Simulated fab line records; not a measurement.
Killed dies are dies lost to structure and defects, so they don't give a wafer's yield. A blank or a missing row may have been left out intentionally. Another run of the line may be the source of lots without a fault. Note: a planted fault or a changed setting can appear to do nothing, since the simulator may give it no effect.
fab line records | flow n5_finfet
record: lots: 24 wafers: 72 last_day: 17
route steps=1938 shown BEOL_M0_SAQP@679 BEOL_M0@723 BEOL_M1@751
lots with no fault: from the same line, run without faults
start_h: hours from the record's opening day to when the first of the lot's shown wafers began | wait_h: hours from the lot's prior step to this one | " identical to the entry in the row above | L1.1+2: a row that stands for several wafers | - no value present, or no start provided | * or withheld: withheld | < > ~ a bound
route shown NAME@n: NAME is a module with steps in the file, n the number in the route of the first one | usual: mean/standard deviation taken from wafers without a fault | same: alike in all rows | chamber/n: place in a boat | sites: readings site by site | _std_site: the values' standard deviation | _edge_site: outer sites' mean less inner sites' | radius_mm: how far each site lies from the wafer's centre | mask NAME#n: copy n | behind: tool/chamber where the wafer was last shaped | hold: why the lot went on hold/how many hours it stayed there/how the hold came to an end | device: the transistor (n, p or np) that didn't switch | end of line: the same wafers' tests at the end of the route | a step given without rows: its recipe and nothing more | killed: the dies lost at the first sort to structure and to defects; this is not the yield of the wafer | map: per-die view of a wafer (x killed, . not killed, _ where there is no die)
set.NAME: setting as actually run; set.NAME@STEP: the setting as run at that earlier step | model.NAME: the simulator's own value behind a step, which no gauge read
route steps across a sampled set of lots; one table per step, one row per wafer
services: when a tool's chamber went out of use (start_h, in hours from the record's first day, below 0 if earlier), for how many hours, and the reason
== steps ==
step: N5_BEOL_M0_SAQP_CD_MEAS_29
recipe: target_cd_nm: 14.4 landing_energy_ev: 1000 detector: se_inlens
usual: cd_nm: 15.05/0.25
columns lot.wafer tool chamber start_h wait_h cd_nm
L074.1 cd_sem-01 0 111.66 0.1 14.76
L074.3 " 0 " " 15.14
L074.5 " 0 " " 14.79
L075.2 cd_sem-01 0 119.44 0.1 14.94
L075.4 " 0 " " 14.89
L075.6 " 0 " " 14.99
L076.2 cd_sem-02 0 125.85 0.1 14.88
L076.4 " 0 " " 14.96
L076.6 " 0 " " 15.64
L077.1 cd_sem-02 0 131.99 0.1 15.02
L077.2 " 0 " " 15.17
L077.6 " 0 " " 14.85
L078.1 cd_sem-02 0 135.24 0.1 15.04
L078.4 " 0 " " 14.87
L078.6 " 0 " " 15.48
L079.1 cd_sem-03 0 137.86 0.1 15.09
L079.2 " 0 " " 14.73
L079.3 " 0 " " 14.86
L080.1 cd_sem-03 0 146.13 0.1 15.39
L080.5 " 0 " " 15.15
L080.6 " 0 " " 15.02
L081.1 cd_sem-03 0 156.43 0.1 15.31
L081.5 " 0 " " 14.96
L081.6 " 0 " " 14.51
L082.1 cd_sem-01 0 160.36 0.1 15.25
L082.3 " 0 " " 15.05
L082.5 " 0 " " 15.55
L083.1 cd_sem-01 0 169.00 0.1 15.41
L083.2 " 0 " " 14.76
L083.5 " 0 " " 14.41
L084.1 cd_sem-03 0 174.60 0.1 14.97
L084.3 " 0 " " 15.24
L084.4 " 0 " " 15.27
L085.1 cd_sem-02 0 179.46 0.1 14.90
L085.2 " 0 " " 15.39
L085.6 " 0 " " 15.15
L086.1 cd_sem-03 0 189.78 0.1 15.23
L086.3 " 0 " " 14.75
L086.5 " 0 " " 15.45
L087.1 cd_sem-01 0 192.37 0.1 15.17
L087.2 " 0 " " 15.60
L087.3 " 0 " " 14.80
L088.3 cd_sem-02 0 194.29 0.1 15.70
L088.5 " 0 " " 15.30
L088.6 " 0 " " 15.13
L089.1 cd_sem-02 0 202.49 0.1 14.50
L089.2 " 0 " " 14.86
L089.5 " 0 " " 15.06
L090.2 cd_sem-01 0 206.52 0.1 15.42
L090.4 " 0 " " 15.12
L090.6 " 0 " " 14.90
L091.1 cd_sem-01 0 211.61 0.1 15.19
L091.2 " 0 " " 14.96
L091.6 " 0 " " 14.97
L092.1 cd_sem-03 0 219.18 0.1 15.04
L092.2 " 0 " " 15.04
L092.3 " 0 " " 15.07
L093.1 cd_sem-03 0 228.14 0.1 14.93
L093.2 " 0 " " 14.86
L093.3 " 0 " " 15.09
L094.2 cd_sem-02 0 233.78 0.1 14.78
L094.3 " 0 " " 14.53
L094.5 " 0 " " 15.32
L095.1 cd_sem-02 0 239.96 0.1 15.47
L095.3 " 0 " " 14.87
L095.6 " 0 " " 14.92
L096.2 cd_sem-01 0 245.44 0.1 14.44
L096.3 " 0 " " 15.03
L096.6 " 0 " " 15.28
L097.1 cd_sem-01 0 248.44 0.1 14.91
L097.3 " 0 " " 14.87
L097.6 " 0 " " 14.75
step: N5_BEOL_M0_SAQP_ALD_48
recipe: material: SiO2 target_thk_a: 200 temp_c: 100 ald_precursor_family: BDEAS ald_co_reactant: O2-plasma pulse_time_s: 1 co_reactant_pulse_time_s: 1 purge_time_s: 2 co_reactant_purge_time_s: 2 ald_cycles: 139 pressure_torr: 2
usual: heater_power_w: 76/10 precursor_pulse_height_rel: 0.997/0.02
same: co_reactant_pulse_time_s: 1
columns lot.wafer tool chamber start_h wait_h heater_power_w precursor_pulse_height_rel
L074.1 ald_sin-02 3 112.90 0.6 65 0.990
L074.3 " 2 " " 64 0.976
L074.5 " 1 " " 76 1.003
L075.2 ald_sin-03 0 120.28 0.0 75 1.015
L075.4 " 3 " " 78 1.021
L075.6 " 1 " " 60 0.970
L076.2 ald_sin-01 1 126.73 0.0 89 1.003
L076.4 " 2 " " 102 0.982
L076.6 " 0 " " 69 0.989
L077.1 ald_sin-03 1 132.71 0.0 62 1.029
L077.2 " 0 " " 74 1.017
L077.6 " 3 " " 81 0.997
L078.1 ald_sin-03 0 135.99 0.0 73 0.986
L078.4 " 1 " " 63 1.021
L078.6 " 2 " " 70 1.002
L079.1 ald_sin-03 0 138.90 0.0 71 0.954
L079.2 " 2 " " 71 0.989
L079.3 " 1 " " 62 1.007
L080.1 ald_sin-01 3 147.16 0.2 79 0.985
L080.5 " 1 " " 85 1.005
L080.6 " 2 " " 101 0.999
L081.1 ald_sin-02 0 157.35 0.0 90 0.989
L081.5 " 1 " " 77 1.044
L081.6 " 2 " " 65 0.982
L082.1 ald_sin-02 0 161.22 0.0 89 1.009
L082.3 " 2 " " 66 1.007
L082.5 " 2 " " 67 0.993
L083.1 ald_sin-02 0 170.10 0.3 87 0.989
L083.2 " 3 " " 69 0.991
L083.5 " 1 " " 78 0.986
L084.1 ald_sin-02 0 175.64 0.0 91 1.005
L084.3 " 2 " " 66 1.017
L084.4 " 3 " " 68 1.029
L085.1 ald_sin-02 0 180.93 0.8 89 1.007
L085.2 " 2 " " 66 0.978
L085.6 " 2 " " 65 0.959
L086.1 ald_sin-01 1 190.75 0.2 81 1.027
L086.3 " 2 " " 98 0.967
L086.5 " 1 " " 83 0.980
L087.1 ald_sin-01 3 193.08 0.0 74 1.014
L087.2 " 1 " " 80 0.983
L087.3 " 2 " " 97 1.000
L088.3 ald_sin-02 2 195.13 0.0 65 0.989
L088.5 " 3 " " 66 0.964
L088.6 " 0 " " 89 0.999
L089.1 ald_sin-03 0 203.72 0.4 74 1.011
L089.2 " 1 " " 63 1.011
L089.5 " 3 " " 81 1.001
L090.2 ald_sin-01 3 207.24 0.0 75 0.977
L090.4 " 0 " " 68 1.019
L090.6 " 0 " " 67 1.009
L091.1 ald_sin-02 1 212.88 0.5 78 1.016
L091.2 " 3 " " 68 1.000
L091.6 " 0 " " 90 1.005
L092.1 ald_sin-01 2 220.39 0.5 96 1.046
L092.2 " 3 " " 73 0.984
L092.3 " 0 " " 68 0.980
L093.1 ald_sin-03 1 229.64 0.8 62 1.005
L093.2 " 3 " " 79 1.043
L093.3 " 0 " " 75 1.015
L094.2 ald_sin-02 2 234.63 0.2 65 0.968
L094.3 " 1 " " 77 1.008
L094.5 " 3 " " 68 0.989
L095.1 ald_sin-01 2 240.68 0.0 94 0.974
L095.3 " 3 " " 74 0.957
L095.6 " 3 " " 73 1.026
L096.2 ald_sin-03 2 250.47 0.0 71 0.989
L096.3 " 1 " " 62 1.003
L096.6 " 3 " " 81 0.977
L097.1 ald_sin-02 0 250.58 0.0 91 0.981
L097.3 " 1 " " 79 0.965
L097.6 " 1 " " 79 0.983
step: N5_BEOL_M0_SAQP_STRIP_75
recipe: chemistry: CF4 resist: SiARC power_w: 300 bias_power_w: 75 pressure_mtorr: 50 cf4_flow_sccm: 150 rf_frequency_hz: 6e+07
usual: bias_power_w: 74.96/0.23 drypump_motor_current_A: 5.7/0.37 oes_product_au: 0.174/0.015 rf_vpp_V: 270.8/1.2 showerhead_plenum_p_Torr: 1.78/0.048 throttle_valve_pct: 13.69/0.25
columns lot.wafer tool chamber start_h wait_h bias_power_w drypump_motor_current_A oes_product_au rf_hours_counter_h rf_vpp_V showerhead_plenum_p_Torr throttle_valve_pct
L074.1 rie_diel-03 1 113.53 0.1 75.11 6.2 0.179 148 272.8 1.87 13.90
L074.3 " 2 " " 75.25 5.9 0.166 229 268.1 1.68 13.93
L074.5 " 0 " " 75.02 5.7 0.178 - 272.1 1.85 13.63
L075.2 rie_diel-01 2 120.99 0.1 75.42 6.3 0.186 133 269.6 1.75 13.63
L075.4 " 0 " " 75.18 5.6 0.162 222 269.5 1.78 13.63
L075.6 " 0 " " 74.94 5.7 0.165 - 271.2 1.78 13.64
L076.2 rie_diel-02 2 127.36 0.1 74.91 5.1 0.163 181 271.4 1.78 13.80
L076.4 " 1 " " 74.89 5.8 0.216 6 269.8 1.79 13.42
L076.6 " 2 " " 74.91 5.1 0.166 - 271.4 1.78 13.79
L077.1 rie_diel-02 3 133.35 0.1 75.15 5.3 0.185 76 271.0 1.78 13.05
L077.2 " 2 " " 74.60 5.1 0.157 183 272.0 1.77 13.81
L077.6 " 0 " " 74.87 6.3 0.168 - 273.7 1.80 13.98
L078.1 rie_diel-01 0 136.61 0.1 75.22 5.6 0.164 226 271.2 1.78 13.64
L078.4 " 1 " " 75.23 5.5 0.170 174 271.9 1.78 13.75
L078.6 " 3 " " 75.09 5.4 0.175 - 271.6 1.80 13.69
L079.1 rie_diel-01 2 139.63 0.1 74.97 6.3 0.175 139 269.9 1.75 13.65
L079.2 " 3 " " 74.59 5.4 0.173 159 271.2 1.80 13.68
L079.3 " 1 " " 75.37 5.5 0.167 175 270.8 1.78 13.76
L080.1 rie_diel-03 1 147.78 0.1 75.00 6.3 0.180 158 272.5 1.87 13.94
L080.5 " 2 " " 75.12 6.0 0.165 - 269.7 1.68 13.96
L080.6 " 3 " " 75.06 5.7 0.168 - 270.8 1.71 13.64
L081.1 rie_diel-03 1 157.97 0.1 75.25 6.2 0.179 160 272.3 1.87 13.93
L081.5 " 3 " " 75.02 5.7 0.168 - 269.4 1.71 13.65
L081.6 " 2 " " 75.26 6.0 0.158 - 267.7 1.68 13.96
L082.1 rie_diel-02 0 161.91 0.1 74.85 6.3 0.163 193 270.7 1.80 13.99
L082.3 " 1 " " 74.39 5.8 0.221 17 270.5 1.78 13.41
L082.5 " 1 " " 74.88 5.8 0.215 - 268.9 1.78 13.39
L083.1 rie_diel-02 0 170.73 0.1 74.88 6.2 0.172 195 270.3 1.80 13.99
L083.2 " 3 " " 75.33 5.3 0.184 86 271.9 1.78 13.07
L083.5 " 3 " " 74.89 5.3 0.187 - 271.2 1.78 13.07
L084.1 rie_diel-03 0 176.27 0.1 74.89 5.7 0.166 183 272.7 1.85 13.65
L084.3 " 2 " " 75.37 6.0 0.155 248 270.0 1.68 13.98
L084.4 " 1 " " 74.64 6.2 0.175 166 271.0 1.87 13.94
L085.1 rie_diel-03 1 181.56 0.1 74.85 6.2 0.170 168 271.7 1.87 13.98
L085.2 " 0 " " 74.86 5.7 0.170 184 270.7 1.85 13.68
L085.6 " 1 " " 75.15 6.2 0.175 - 273.4 1.87 13.95
L086.1 rie_diel-03 1 191.38 0.1 74.78 6.2 0.176 172 271.7 1.87 13.96
L086.3 " 0 " " 74.77 5.7 0.169 189 271.5 1.85 13.67
L086.5 " 3 " " 74.82 5.8 0.168 - 269.0 1.71 13.67
L087.1 rie_diel-03 3 193.74 0.1 75.14 5.7 0.169 196 270.9 1.71 13.66
L087.2 " 0 " " 75.46 5.7 0.170 189 274.1 1.85 13.68
L087.3 " 1 " " 74.98 6.2 0.165 172 271.5 1.87 13.97
L088.3 rie_diel-02 2 195.75 0.1 75.20 5.1 0.162 201 271.0 1.77 13.85
L088.5 " 0 " " 75.22 6.3 0.168 - 271.1 1.80 14.00
L088.6 " 1 " " 74.53 5.7 0.216 - 270.5 1.78 13.43
L089.1 rie_diel-01 3 204.35 0.1 74.96 5.4 0.170 176 271.1 1.79 13.73
L089.2 " 2 " " 74.62 6.3 0.181 158 270.6 1.74 13.68
L089.5 " 1 " " 74.68 5.4 0.164 - 272.3 1.78 13.81
L090.2 rie_diel-01 1 207.86 0.1 74.60 5.5 0.166 197 272.1 1.78 13.81
L090.4 " 2 " " 74.78 6.3 0.175 - 269.3 1.74 13.68
L090.6 " 3 " " 74.88 5.4 0.173 - 270.7 1.79 13.72
L091.1 rie_diel-02 3 213.51 0.1 74.85 5.3 0.188 99 271.2 1.77 13.09
L091.2 " 0 " " 74.97 6.3 0.168 207 269.9 1.79 14.01
L091.6 " 0 " " 74.79 6.2 0.162 - 271.0 1.79 14.04
L092.1 rie_diel-03 2 221.01 0.1 75.01 6.0 0.222 6 274.6 1.88 13.43
L092.2 " 3 " " 74.78 5.7 0.168 206 270.1 1.71 13.69
L092.3 " 0 " " 74.94 5.7 0.171 198 271.1 1.84 13.70
L093.1 rie_diel-02 2 230.26 0.1 75.29 5.2 0.155 214 271.3 1.77 13.89
L093.2 " 3 " " 74.89 5.3 0.180 105 271.5 1.77 13.09
L093.3 " 1 " " 74.44 5.8 0.209 38 270.4 1.78 13.48
L094.2 rie_diel-01 1 235.26 0.1 75.29 5.5 0.162 208 269.9 1.77 13.83
L094.3 " 3 " " 74.79 5.4 0.172 188 270.8 1.79 13.78
L094.5 " 1 " " 75.52 5.5 0.161 - 272.0 1.77 13.83
L095.1 rie_diel-02 3 241.42 0.1 74.78 5.3 0.182 109 271.5 1.77 13.11
L095.3 " 2 " " 74.72 5.1 0.157 218 270.7 1.77 13.88
L095.6 " 3 " " 75.06 5.3 0.189 - 270.6 1.77 13.11
L096.2 rie_diel-01 3 251.11 0.1 75.08 5.4 0.163 196 271.2 1.79 13.78
L096.3 " 1 " " 74.80 5.4 0.168 215 271.2 1.77 13.85
L096.6 " 2 " " 74.70 6.3 0.179 - 269.1 1.74 13.74
L097.1 rie_diel-01 0 251.23 0.1 74.94 5.7 0.157 245 270.1 1.78 13.68
L097.3 " 3 " " 74.88 5.4 0.164 196 269.9 1.79 13.78
L097.6 " 2 " " 74.71 6.3 0.171 - 268.7 1.74 13.74
step: N5_BEOL_M0_OCD_MEAS_108
usual: trench_depth_nm: 32.8/0.91
columns lot.wafer tool chamber start_h wait_h trench_depth_nm
L074.1 ocd-01 - 116.13 0.1 33.9
L074.3 " - " " 30.8
L074.5 " - " " 31.9
L075.2 ocd-02 - 123.94 0.1 34.7
L075.4 " - " " 31.3
L075.6 " - " " 31.8
L076.2 ocd-01 - 130.03 0.1 33.3
L076.4 " - " " 34.0
L076.6 " - " " 33.3
L077.1 ocd-01 - 134.95 0.1 31.1
L077.2 " - " " 34.2
L077.6 " - " " 32.5
L078.1 ocd-02 - 138.21 0.1 33.4
L078.4 " - " " 33.5
L078.6 " - " " 33.6
L079.1 ocd-02 - 143.36 0.1 34.3
L079.2 " - " " 33.5
L079.3 " - " " 32.1
L080.1 ocd-02 - 152.47 0.1 32.7
L080.5 " - " " 32.2
L080.6 " - " " 31.7
L081.1 ocd-01 - 160.16 0.1 33.1
L081.5 " - " " 33.1
L081.6 " - " " 32.9
L082.1 ocd-02 - 164.89 0.1 34.0
L082.3 " - " " 31.9
L082.5 " - " " 31.2
L083.1 ocd-01 - 174.76 0.1 31.4
L083.2 " - " " 33.9
L083.5 " - " " 32.4
L084.1 ocd-02 - 177.47 0.1 33.4
L084.3 " - " " 32.2
L084.4 " - " " 32.1
L085.1 ocd-02 - 183.56 0.1 32.2
L085.2 " - " " 33.7
L085.6 " - " " 31.3
L086.1 ocd-01 - 194.36 0.1 33.1
L086.3 " - " " 33.4
L086.5 " - " " 33.1
L088.3 ocd-01 - 197.35 0.1 32.8
L088.5 " - " " 32.4
L088.6 " - " " 33.0
L087.1 ocd-02 - 197.76 0.1 33.2
L087.2 " - " " 32.2
L087.3 " - " " 31.0
L089.1 ocd-02 - 206.99 0.1 33.4
L089.2 " - " " 30.7
L089.5 " - " " 30.7
L090.2 ocd-02 - 210.18 0.1 31.9
L090.4 " - " " 33.8
L090.6 " - " " 33.9
L091.1 ocd-01 - 215.54 0.1 32.9
L091.2 " - " " 33.4
L091.6 " - " " 32.4
L092.1 ocd-02 - 222.68 0.1 33.5
L092.2 " - " " 32.4
L092.3 " - " " 33.6
L093.1 ocd-01 - 233.01 0.1 34.0
L093.2 " - " " 33.5
L093.3 " - " " 32.5
L094.2 ocd-01 - 236.71 0.1 33.6
L094.3 " - " " 33.3
L094.5 " - " " 32.6
L095.1 ocd-01 - 243.03 0.1 33.5
L095.3 " - " " 31.9
L095.6 " - " " 32.7
L096.2 ocd-02 - 258.91 0.1 32.7
L096.3 " - " " 33.3
L096.6 " - " " 32.2
L097.1 ocd-01 - 259.25 0.1 33.6
L097.3 " - " " 32.8
L097.6 " - " " 33.1
step: N5_BEOL_M0_DEGAS_112
recipe: ambient: vacuum temp_c: 250 time_s: 60
usual: heater_power_w: 331/32
same: time_s: 60
columns lot.wafer tool chamber start_h wait_h heater_power_w
L074.1 pvd_sputter-03 - 116.89 0.5 317
L074.3 " - " " 299
L074.5 " - " " 331
L075.2 pvd_sputter-03 - 125.09 0.5 323
L075.4 " - " " 302
L075.6 " - " " 297
L076.2 pvd_sputter-02 - 130.77 0.5 378
L076.4 " - " " 316
L076.6 " - " " 383
L077.1 pvd_sputter-03 - 135.57 0.3 314
L077.2 " - " " 300
L077.6 " - " " 300
L078.1 pvd_sputter-03 - 139.01 0.5 315
L078.4 " - " " 332
L078.6 " - " " 324
L079.1 pvd_sputter-01 - 143.82 0.0 364
L079.2 " - " " 352
L079.3 " - " " 310
L080.1 pvd_sputter-02 - 152.80 0.0 323
L080.5 " - " " 392
L080.6 " - " " 349
L081.1 pvd_sputter-01 - 160.55 0.0 349
L081.5 " - " " 353
L081.6 " - " " 353
L082.1 pvd_sputter-02 - 165.87 0.7 344
L082.3 " - " " 325
L082.5 " - " " 320
L083.1 pvd_sputter-02 - 175.49 0.5 348
L083.2 " - " " 322
L083.5 " - " " 399
L084.1 pvd_sputter-02 - 177.99 0.3 349
L084.3 " - " " 400
L084.4 " - " " 328
L085.1 pvd_sputter-02 - 185.96 2.2 321
L085.2 " - " " 352
L085.6 " - " " 320
L086.1 pvd_sputter-03 - 196.85 1.8 321
L086.3 " - " " 338
L086.5 " - " " 320
L088.3 pvd_sputter-03 - 197.99 0.1 315
L088.5 " - " " 296
L088.6 " - " " 311
L087.1 pvd_sputter-03 - 198.11 0.1 339
L087.2 " - " " 322
L087.3 " - " " 326
L089.1 pvd_sputter-02 - 207.57 0.3 348
L089.2 " - " " 274
L089.5 " - " " 393
L090.2 pvd_sputter-03 - 211.25 0.8 322
L090.4 " - " " 328
L090.6 " - " " 314
L091.1 pvd_sputter-01 - 216.16 0.4 359
L091.2 " - " " 299
L091.6 " - " " 367
L092.1 pvd_sputter-02 - 223.92 1.0 282
L092.2 " - " " 393
L092.3 " - " " 325
L093.1 pvd_sputter-01 - 233.74 0.1 306
L093.2 " - " " 349
L093.3 " - " " 353
L094.2 pvd_sputter-02 - 237.06 0.0 326
L094.3 " - " " 343
L094.5 " - " " 319
L095.1 pvd_sputter-01 - 243.57 0.2 364
L095.3 " - " " 355
L095.6 " - " " 350
L096.2 pvd_sputter-01 - 259.72 0.5 301
L096.3 " - " " 352
L096.6 " - " " 359
L097.1 pvd_sputter-01 - 259.90 0.4 353
L097.3 " - " " 302
L097.6 " - " " 357
step: N5_BEOL_M1_ILD_DEP_00
recipe: material: SiOC target_thk_a: 790 temp_c: 350 precursor: DEMS/O2 pressure_torr: 5 rf_w: 500 time_s: 15.3
usual: heater_power_w: 464/45 showerhead_plenum_p_Torr: 5.701/0.016 throttle_valve_pct: 11.9/0.67
same: time_s: 15.3
columns lot.wafer tool chamber start_h wait_h heater_power_w showerhead_plenum_p_Torr throttle_valve_pct
L074.1 pecvd-01 1 119.80 0.0 477 5.656 12.0
L074.3 " 2 " " 411 5.693 12.0
L074.5 " 2 " " 427 5.698 11.9
L075.2 pecvd-01 1 127.52 0.0 461 5.666 12.1
L075.4 " 1 " " 464 5.681 12.2
L075.6 " 2 " " 493 5.722 12.4
L076.2 pecvd-02 0 133.25 0.0 395 5.693 13.1
L076.4 " 2 " " 405 5.699 11.8
L076.6 " 1 " " 527 5.716 12.2
L077.1 pecvd-01 1 138.82 0.0 390 5.669 11.8
L077.2 " 2 " " 483 5.711 12.0
L077.6 " 0 " " 461 5.718 11.2
L078.1 pecvd-02 0 141.42 0.0 446 5.681 13.1
L078.4 " 0 " " 445 5.698 13.1
L078.6 " 1 " " 503 5.708 12.0
L079.1 pecvd-02 2 147.63 0.0 444 5.706 11.6
L079.2 " 0 " " 373 5.711 13.1
L079.3 " 1 " " 471 5.709 11.9
L080.1 pecvd-01 2 156.72 0.0 518 5.707 12.2
L080.5 " 0 " " 476 5.699 11.4
L080.6 " 2 " " 508 5.711 12.2
L081.1 pecvd-01 0 164.57 0.0 424 5.706 11.2
L081.5 " 0 " " 427 5.710 11.2
L081.6 " 1 " " 472 5.674 11.9
L082.1 pecvd-02 0 168.23 0.0 452 5.695 12.8
L082.3 " 2 " " 461 5.709 11.6
L082.5 " 1 " " 519 5.702 12.1
L083.1 pecvd-01 1 178.09 0.0 467 5.667 12.5
L083.2 " 0 " " 452 5.717 11.4
L083.5 " 2 " " 464 5.711 12.0
L084.1 pecvd-02 2 182.99 0.0 426 5.709 11.9
L084.3 " 0 " " 410 5.713 13.1
L084.4 " 1 " " 506 5.719 11.7
L085.1 pecvd-01 0 188.01 0.0 416 5.705 11.3
L085.2 " 2 " " 469 5.699 12.0
L085.6 " 2 " " 458 5.702 12.1
L086.1 pecvd-02 1 199.35 0.0 513 5.705 11.9
L086.3 " 2 " " 396 5.682 11.4
L086.5 " 0 " " 430 5.699 13.1
L088.3 pecvd-02 0 201.87 0.0 440 5.706 13.0
L088.5 " 1 " " 533 5.714 11.9
L088.6 " 0 " " 450 5.698 12.9
L087.1 pecvd-01 2 202.15 0.0 510 5.703 12.3
L087.2 " 0 " " 471 5.727 11.3
L087.3 " 1 " " 430 5.681 12.0
L089.1 pecvd-01 1 211.27 0.0 457 5.673 11.9
L089.2 " 0 " " 431 5.713 11.3
L089.5 " 1 " " 466 5.668 12.0
L090.2 pecvd-01 1 213.58 0.0 400 5.665 12.0
L090.4 " 0 " " 464 5.723 11.2
L090.6 " 1 " " 406 5.668 12.0
L091.1 pecvd-02 2 218.49 0.0 383 5.690 11.9
L091.2 " 0 " " 434 5.699 12.9
L091.6 " 0 " " 441 5.688 13.0
L092.1 pecvd-04 0 226.12 0.0 449 5.709 11.3
L092.2 " 2 " " 536 5.700 10.4
L092.3 " 1 " " 549 5.726 12.4
L093.1 pecvd-04 2 237.48 0.1 515 5.704 10.3
L093.2 " 0 " " 478 5.713 11.5
L093.3 " 1 " " 461 5.722 12.1
L094.2 pecvd-04 2 240.52 0.0 488 5.684 10.6
L094.3 " 0 " " 507 5.716 11.3
L094.5 " 0 " " 397 5.711 11.2
L095.1 pecvd-01 1 245.95 0.0 430 5.683 12.0
L095.3 " 1 " " 435 5.670 11.9
L095.6 " 1 " " 429 5.665 11.9
L096.2 pecvd-04 2 262.55 0.0 541 5.681 10.4
L096.3 " 1 " " 551 5.722 12.5
L096.6 " 2 " " 538 5.703 10.6
L097.1 pecvd-02 2 264.02 0.0 435 5.711 11.5
L097.3 " 0 " " 444 5.710 13.0
L097.6 " 2 " " 436 5.701 11.8
== services ==
columns tool chamber start_h hours kind
ald_sin-02 0 92.51 2.5 repair
rie_diel-01 2 96.68 7.6 repair
pecvd-04 - 105.09 5.5 pm
ald_sin-01 - 111.09 0.5 repair
pvd_sputter-02 - 121.61 1.8 repair
rie_diel-01 0 137.19 2.4 repair
pecvd-04 - 137.74 1.3 repair
ald_sin-02 - 137.97 14.6 pm
pecvd-04 2 140.57 11.5 repair
pecvd-01 1 150.37 12.9 repair
pecvd-02 1 152.91 1.9 repair
rie_diel-01 3 176.74 8.3 repair
ald_sin-01 - 176.75 14.0 pm
pecvd-04 - 180.14 0.9 repair
pecvd-01 - 198.46 1.8 repair
pecvd-04 1 209.48 10.2 repair
pecvd-02 - 225.45 14.6 pm
pecvd-01 0 226.24 23.5 repair
pecvd-01 2 233.26 6.5 repair
rie_diel-03 - 234.90 15.6 pm
pecvd-01 - 237.10 5.5 pm
ald_sin-02 - 243.18 4.6 repair
pecvd-01 - 246.30 0.3 repair
pvd_sputter-01 - 252.79 1.5 repair
== key ==
fault none
